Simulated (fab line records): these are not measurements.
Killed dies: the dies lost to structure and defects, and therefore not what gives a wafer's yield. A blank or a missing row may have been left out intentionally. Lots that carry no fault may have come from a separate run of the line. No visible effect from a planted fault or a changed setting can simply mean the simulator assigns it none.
Which tool was responsible? || flow n5Finfet || 30 wafers from 10 lots sampled at 5 of the route's 1938 steps

## WHAT THE GAUGES SHOWED, per wafer
N5_BEOL_M0_SAQP_OVL_MEAS_41. Usual: M0_CUT1_OVL gives -0.4 nm (standard deviation 0.76).
{"lot": "L251", "measured": "day 5 14:53", "on": "overlay-01", "M0_CUT1_OVL (nm)": "-0.3 -0.6 0.0", "flag": ""}
{"lot": "L252", "measured": "day 6 01:34", "on": "overlay-01", "M0_CUT1_OVL (nm)": "0.1 0.4 0.5", "flag": ""}
{"lot": "L253", "measured": "day 6 04:21", "on": "overlay-02", "M0_CUT1_OVL (nm)": "1.1 -0.4 -0.7", "flag": ""}
{"lot": "L254", "measured": "day 6 08:49", "on": "overlay-01", "M0_CUT1_OVL (nm)": "-0.8 -0.9 -0.8", "flag": ""}
{"lot": "L257", "measured": "day 7 04:37", "on": "overlay-02", "M0_CUT1_OVL (nm)": "-0.6 -0.2 2.2", "flag": ""}
{"lot": "L258", "measured": "day 7 07:59", "on": "overlay-01", "M0_CUT1_OVL (nm)": "0.0 0.2 -0.4", "flag": ""}
{"lot": "L263", "measured": "day 8 14:58", "on": "overlay-02", "M0_CUT1_OVL (nm)": "0.4 -0.9 -0.8", "flag": ""}
{"lot": "L266", "measured": "day 9 14:58", "on": "overlay-02", "M0_CUT1_OVL (nm)": "0.0 0.4 -0.5", "flag": ""}
{"lot": "L269", "measured": "day 10 03:20", "on": "overlay-01", "M0_CUT1_OVL (nm)": "-1.5 -1.4 -0.5", "flag": ""}
{"lot": "L271", "measured": "day 10 19:45", "on": "overlay-02", "M0_CUT1_OVL (nm)": "-0.9 -0.8 -1.3", "flag": ""}

N5_BEOL_M0_CUTY_CD_MEAS_57 targets a cd of 200 nm. Usual: cdNm 200.0 nm, standard deviation 0.84.
{"lot": "L251", "measured": "day 5 16:18", "on": "cdSem-03", "cdNm (nm)": "199.1 199.5 199.0", "flag": ""}
{"lot": "L252", "measured": "day 6 03:03", "on": "cdSem-03", "cdNm (nm)": "200.8 200.8 200.4", "flag": ""}
{"lot": "L253", "measured": "day 6 05:38", "on": "cdSem-03", "cdNm (nm)": "200.3 200.9 199.9", "flag": ""}
{"lot": "L254", "measured": "day 6 10:14", "on": "cdSem-02", "cdNm (nm)": "200.8 200.3 200.6", "flag": ""}
{"lot": "L257", "measured": "day 7 06:04", "on": "cdSem-03", "cdNm (nm)": "199.6 200.3 199.9", "flag": ""}
{"lot": "L258", "measured": "day 7 09:15", "on": "cdSem-03", "cdNm (nm)": "199.6 200.4 200.4", "flag": ""}
{"lot": "L263", "measured": "day 8 16:28", "on": "cdSem-01", "cdNm (nm)": "199.7 199.7 200.2", "flag": ""}
{"lot": "L266", "measured": "day 9 16:15", "on": "cdSem-02", "cdNm (nm)": "200.2 201.1 199.5", "flag": ""}
{"lot": "L269", "measured": "day 10 04:52", "on": "cdSem-02", "cdNm (nm)": "199.2 199.1 199.6", "flag": ""}
{"lot": "L271", "measured": "day 10 21:12", "on": "cdSem-01", "cdNm (nm)": "199.2 200.3 200.7", "flag": ""}

N5_BEOL_M4_RC_MEAS_101. Usual: DIBL_N 36.3 mV/V, standard deviation 1; DIBL_P 36.2 mV/V, standard deviation 1.4; IOFF_N 0.157 nA/um, standard deviation 0.021; IOFF_P 0.206 nA/um, standard deviation 0.025; ION_N 673 uA/um, standard deviation 9; ION_P 461 uA/um, standard deviation 6.4; SS_N 71.5 mV/dec, standard deviation 0.5; SS_P 73.2 mV/dec, standard deviation 0.47; VT_N 249.9 mV, standard deviation 2.4; VT_P -250.6 mV, standard deviation 2.9.
{"lot": "L251", "measured": "day 8 00:16", "on": "prober-01", "DIBL_N (mV/V)": "35.0 35.3 35.6", "DIBL_P (mV/V)": "35.5 34.7 35.7", "IOFF_N (nA/um)": "0.131 0.128 0.131", "IOFF_P (nA/um)": "0.174 0.170 0.179", "ION_N (uA/um)": "674 664 665", "ION_P (uA/um)": "456 452 456", "SS_N (mV/dec)": "71.2 71.7 70.8", "SS_P (mV/dec)": "72.7 73.0 72.5", "VT_N (mV)": "252.7 252.4 254.0", "VT_P (mV)": "-254.4 -255.1 -254.1", "flag": ""}
{"lot": "L252", "measured": "day 8 05:33", "on": "prober-01", "DIBL_N (mV/V)": "35.3 37.3 34.9", "DIBL_P (mV/V)": "34.4 37.2 34.2", "IOFF_N (nA/um)": "0.136 0.170 0.129", "IOFF_P (nA/um)": "0.177 0.217 0.175", "ION_N (uA/um)": "671 682 668", "ION_P (uA/um)": "462 467 461", "SS_N (mV/dec)": "70.8 71.2 70.1", "SS_P (mV/dec)": "73.1 74.0 73.2", "VT_N (mV)": "250.8 248.2 250.4", "VT_P (mV)": "-251.1 -250.9 -252.8", "flag": ""}
{"lot": "L253", "measured": "day 8 10:10", "on": "prober-02", "DIBL_N (mV/V)": "36.3 35.5 37.9", "DIBL_P (mV/V)": "36.9 36.1 38.2", "IOFF_N (nA/um)": "0.150 0.134 0.171", "IOFF_P (nA/um)": "0.209 0.194 0.225", "ION_N (uA/um)": "659 657 669", "ION_P (uA/um)": "457 452 461", "SS_N (mV/dec)": "71.7 71.6 72.7", "SS_P (mV/dec)": "72.9 73.6 74.3", "VT_N (mV)": "252.3 255.2 250.0", "VT_P (mV)": "-251.1 -251.2 -252.0", "flag": ""}
{"lot": "L254", "measured": "day 8 05:05", "on": "prober-02", "DIBL_N (mV/V)": "36.7 34.9 36.6", "DIBL_P (mV/V)": "35.9 34.3 36.5", "IOFF_N (nA/um)": "0.175 0.153 0.190", "IOFF_P (nA/um)": "0.204 0.182 0.208", "ION_N (uA/um)": "683 679 689", "ION_P (uA/um)": "460 466 462", "SS_N (mV/dec)": "71.6 71.4 71.7", "SS_P (mV/dec)": "73.8 73.2 74.1", "VT_N (mV)": "249.0 250.8 248.7", "VT_P (mV)": "-251.3 -252.4 -253.0", "flag": ""}
{"lot": "L257", "measured": "day 9 09:32", "on": "prober-01", "DIBL_N (mV/V)": "37.5 39.5 38.3", "DIBL_P (mV/V)": "35.9 38.7 37.6", "IOFF_N (nA/um)": "0.151 0.202 0.181", "IOFF_P (nA/um)": "0.199 0.242 0.226", "ION_N (uA/um)": "668 686 686", "ION_P (uA/um)": "464 467 469", "SS_N (mV/dec)": "71.5 72.3 71.5", "SS_P (mV/dec)": "73.9 73.3 73.5", "VT_N (mV)": "250.2 246.9 250.7", "VT_P (mV)": "-249.6 -247.3 -250.6", "flag": ""}
{"lot": "L258", "measured": "day 9 13:46", "on": "prober-01", "DIBL_N (mV/V)": "37.1 36.2 36.3", "DIBL_P (mV/V)": "38.0 37.4 37.1", "IOFF_N (nA/um)": "0.200 0.189 0.183", "IOFF_P (nA/um)": "0.260 0.241 0.251", "ION_N (uA/um)": "676 673 676", "ION_P (uA/um)": "464 463 465", "SS_N (mV/dec)": "72.4 71.8 71.9", "SS_P (mV/dec)": "74.0 73.5 74.3", "VT_N (mV)": "247.1 246.8 249.2", "VT_P (mV)": "-247.2 -248.0 -246.9", "flag": ""}
{"lot": "L263", "measured": "day 10 21:08", "on": "prober-02", "DIBL_N (mV/V)": "37.0 37.3 37.2", "DIBL_P (mV/V)": "37.4 37.7 38.3", "IOFF_N (nA/um)": "0.161 0.164 0.170", "IOFF_P (nA/um)": "0.206 0.208 0.222", "ION_N (uA/um)": "671 668 687", "ION_P (uA/um)": "460 455 462", "SS_N (mV/dec)": "71.6 72.2 72.1", "SS_P (mV/dec)": "73.0 73.4 72.6", "VT_N (mV)": "253.7 250.5 247.8", "VT_P (mV)": "-251.2 -253.6 -251.6", "flag": ""}
{"lot": "L266", "measured": "day 11 23:32", "on": "prober-02", "DIBL_N (mV/V)": "35.6 37.0 36.3", "DIBL_P (mV/V)": "35.0 35.2 35.1", "IOFF_N (nA/um)": "0.139 0.150 0.145", "IOFF_P (nA/um)": "0.220 0.224 0.217", "ION_N (uA/um)": "666 671 661", "ION_P (uA/um)": "466 462 462", "SS_N (mV/dec)": "71.5 71.8 71.1", "SS_P (mV/dec)": "72.8 73.1 72.9", "VT_N (mV)": "251.5 250.7 251.4", "VT_P (mV)": "-247.1 -247.0 -247.4", "flag": ""}
{"lot": "L269", "measured": "day 12 07:06", "on": "prober-01", "DIBL_N (mV/V)": "37.3 37.6 36.7", "DIBL_P (mV/V)": "38.0 38.4 36.6", "IOFF_N (nA/um)": "0.173 0.181 0.157", "IOFF_P (nA/um)": "0.249 0.255 0.226", "ION_N (uA/um)": "690 685 674", "ION_P (uA/um)": "471 480 466", "SS_N (mV/dec)": "72.1 72.4 72.5", "SS_P (mV/dec)": "73.8 73.7 72.7", "VT_N (mV)": "249.4 245.4 247.9", "VT_P (mV)": "-244.6 -244.6 -248.5", "flag": ""}
{"lot": "L271", "measured": "day 12 23:17", "on": "prober-01", "DIBL_N (mV/V)": "35.8 34.6 35.3", "DIBL_P (mV/V)": "36.5 35.0 35.7", "IOFF_N (nA/um)": "0.162 0.136 0.152", "IOFF_P (nA/um)": "0.227 0.198 0.210", "ION_N (uA/um)": "680 670 677", "ION_P (uA/um)": "469 467 468", "SS_N (mV/dec)": "71.4 71.5 71.4", "SS_P (mV/dec)": "74.0 72.7 73.7", "VT_N (mV)": "245.4 251.9 251.6", "VT_P (mV)": "-247.4 -251.0 -245.4", "flag": ""}

## TOOL THAT RAN EACH LOT (tool first, then ch and the chambers of the sampled wafers, then the start)
{"lot": "L251", "N5_BEOL_M0_SAQP_ALD_48": "aldSin-02 ch 1,2,3, day 5 15:16", "N5_BEOL_M0_CUTY_COAT_50": "lithoTrack-01 ch 0, day 5 15:57"}
{"lot": "L252", "N5_BEOL_M0_SAQP_ALD_48": "aldSin-03 ch 1,2, day 6 02:01", "N5_BEOL_M0_CUTY_COAT_50": "lithoTrack-03 ch 0, day 6 02:41"}
{"lot": "L253", "N5_BEOL_M0_SAQP_ALD_48": "aldSin-02 ch 0,1, day 6 04:43", "N5_BEOL_M0_CUTY_COAT_50": "lithoTrack-01 ch 0, day 6 05:25"}
{"lot": "L254", "N5_BEOL_M0_SAQP_ALD_48": "aldSin-03 ch 0,3, day 6 09:12", "N5_BEOL_M0_CUTY_COAT_50": "lithoTrack-02 ch 0, day 6 09:53"}
{"lot": "L257", "N5_BEOL_M0_SAQP_ALD_48": "aldSin-01 ch 1,3, day 7 05:10", "N5_BEOL_M0_CUTY_COAT_50": "lithoTrack-03 ch 0, day 7 05:50"}
{"lot": "L258", "N5_BEOL_M0_SAQP_ALD_48": "aldSin-03 ch 0,2, day 7 08:21", "N5_BEOL_M0_CUTY_COAT_50": "lithoTrack-01 ch 0, day 7 09:01"}
{"lot": "L263", "N5_BEOL_M0_SAQP_ALD_48": "aldSin-01 ch 0,2,3, day 8 15:27", "N5_BEOL_M0_CUTY_COAT_50": "lithoTrack-01 ch 0, day 8 16:07"}
{"lot": "L266", "N5_BEOL_M0_SAQP_ALD_48": "aldSin-01 ch 0,2,3, day 9 15:21", "N5_BEOL_M0_CUTY_COAT_50": "lithoTrack-01 ch 0, day 9 16:01"}
{"lot": "L269", "N5_BEOL_M0_SAQP_ALD_48": "aldSin-03 ch 1,3, day 10 03:51", "N5_BEOL_M0_CUTY_COAT_50": "lithoTrack-03 ch 0, day 10 04:31"}
{"lot": "L271", "N5_BEOL_M0_SAQP_ALD_48": "aldSin-03 ch 0,1, day 10 20:10", "N5_BEOL_M0_CUTY_COAT_50": "lithoTrack-02 ch 0, day 10 20:51"}
- N5_BEOL_M0_SAQP_ALD_48: deposits SiO2, target thk 20 nm, pulse time 1 s, co reactant pulse time 1 s.
- N5_BEOL_M0_CUTY_COAT_50: time 60 s, resist thk 15 nm.

## WHAT THE TOOLS THEMSELVES READ (means of the sampled wafers that have a number; where no wafer has one, the mark that the record gives instead)
N5_BEOL_M0_SAQP_ALD_48. Usual: heaterPowerW 73 W, standard deviation 9; precursorPulseHeightRel 1.000, standard deviation 0.019; susceptorTempC 99.99 C, standard deviation 0.13.
{"lot": "L251", "tool": "aldSin-02", "heaterPowerW (W)": 77, "precursorPulseHeightRel": 0.981, "susceptorTempC (C)": 100.09, "flag": ""}
{"lot": "L252", "tool": "aldSin-03", "heaterPowerW (W)": 65, "precursorPulseHeightRel": 0.990, "susceptorTempC (C)": 99.94, "flag": ""}
{"lot": "L253", "tool": "aldSin-02", "heaterPowerW (W)": 78, "precursorPulseHeightRel": 1.005, "susceptorTempC (C)": 99.97, "flag": ""}
{"lot": "L254", "tool": "aldSin-03", "heaterPowerW (W)": 77, "precursorPulseHeightRel": 1.016, "susceptorTempC (C)": 99.91, "flag": ""}
{"lot": "L257", "tool": "aldSin-01", "heaterPowerW (W)": 79, "precursorPulseHeightRel": 1.009, "susceptorTempC (C)": 100.08, "flag": ""}
{"lot": "L258", "tool": "aldSin-03", "heaterPowerW (W)": 78, "precursorPulseHeightRel": 1.008, "susceptorTempC (C)": 99.93, "flag": ""}
{"lot": "L263", "tool": "aldSin-01", "heaterPowerW (W)": 70, "precursorPulseHeightRel": 1.005, "susceptorTempC (C)": 99.94, "flag": ""}
{"lot": "L266", "tool": "aldSin-01", "heaterPowerW (W)": 71, "precursorPulseHeightRel": 0.989, "susceptorTempC (C)": 100.16, "flag": ""}
{"lot": "L269", "tool": "aldSin-03", "heaterPowerW (W)": 71, "precursorPulseHeightRel": 1.006, "susceptorTempC (C)": 100.09, "flag": ""}
{"lot": "L271", "tool": "aldSin-03", "heaterPowerW (W)": 78, "precursorPulseHeightRel": 0.991, "susceptorTempC (C)": 99.94, "flag": ""}

N5_BEOL_M0_CUTY_COAT_50. Usual: heaterPowerTotalW 427.7 W, standard deviation 2.2; resistLineTempC 22.99 C, standard deviation 0.12; spinSpeedRpm 1500.0 rpm, standard deviation 0.9.
{"lot": "L251", "tool": "lithoTrack-01", "heaterPowerTotalW (W)": 427.8, "resistLineTempC (C)": 22.99, "spinSpeedRpm (rpm)": 1498.5, "flag": ""}
{"lot": "L252", "tool": "lithoTrack-03", "heaterPowerTotalW (W)": 427.2, "resistLineTempC (C)": 23.14, "spinSpeedRpm (rpm)": 1499.6, "flag": ""}
{"lot": "L253", "tool": "lithoTrack-01", "heaterPowerTotalW (W)": 427.8, "resistLineTempC (C)": 23.06, "spinSpeedRpm (rpm)": 1500.9, "flag": ""}
{"lot": "L254", "tool": "lithoTrack-02", "heaterPowerTotalW (W)": 427.8, "resistLineTempC (C)": 22.84, "spinSpeedRpm (rpm)": 1500.3, "flag": ""}
{"lot": "L257", "tool": "lithoTrack-03", "heaterPowerTotalW (W)": 428.0, "resistLineTempC (C)": 22.94, "spinSpeedRpm (rpm)": 1500.1, "flag": ""}
{"lot": "L258", "tool": "lithoTrack-01", "heaterPowerTotalW (W)": 428.0, "resistLineTempC (C)": 22.83, "spinSpeedRpm (rpm)": 1501.3, "flag": ""}
{"lot": "L263", "tool": "lithoTrack-01", "heaterPowerTotalW (W)": 427.8, "resistLineTempC (C)": 23.16, "spinSpeedRpm (rpm)": 1218.2, "flag": "OFF"}
{"lot": "L266", "tool": "lithoTrack-01", "heaterPowerTotalW (W)": 430.4, "resistLineTempC (C)": 22.97, "spinSpeedRpm (rpm)": 1217.9, "flag": "OFF"}
{"lot": "L269", "tool": "lithoTrack-03", "heaterPowerTotalW (W)": 427.4, "resistLineTempC (C)": 22.91, "spinSpeedRpm (rpm)": 1499.0, "flag": ""}
{"lot": "L271", "tool": "lithoTrack-02", "heaterPowerTotalW (W)": 427.3, "resistLineTempC (C)": 23.04, "spinSpeedRpm (rpm)": 1498.7, "flag": ""}

## THE ANSWER, worked out from the rows above alone
Rule: take the mean of a lot's wafers that have a number; if it is more than 3 standard deviations from the usual mean, the lot is off. A lot without any number at a reading at which 4 lots or more have one is off too. Where the step has rows for the other lots, those lots are counted as sound. First the gauges in route order, then the tools' own readings, where a lot's mean is used as printed above. The first step at which some lot is off is used, and at that step the reading that is off furthest; a lot without a number counts as furthest.
Off: L263, L266, at N5_BEOL_M0_CUTY_COAT_50 (spinSpeedRpm).
If a tool, at that step or one of the process steps before it, ran each lot that is off and ran no sound lot following the first of them, it fits. 2 tools fit, aldSin-01 at N5_BEOL_M0_SAQP_ALD_48 and lithoTrack-01 at N5_BEOL_M0_CUTY_COAT_50, so this cannot tell which one it is.

## WHAT HAD BEEN PUT IN BY THE SIMULATOR
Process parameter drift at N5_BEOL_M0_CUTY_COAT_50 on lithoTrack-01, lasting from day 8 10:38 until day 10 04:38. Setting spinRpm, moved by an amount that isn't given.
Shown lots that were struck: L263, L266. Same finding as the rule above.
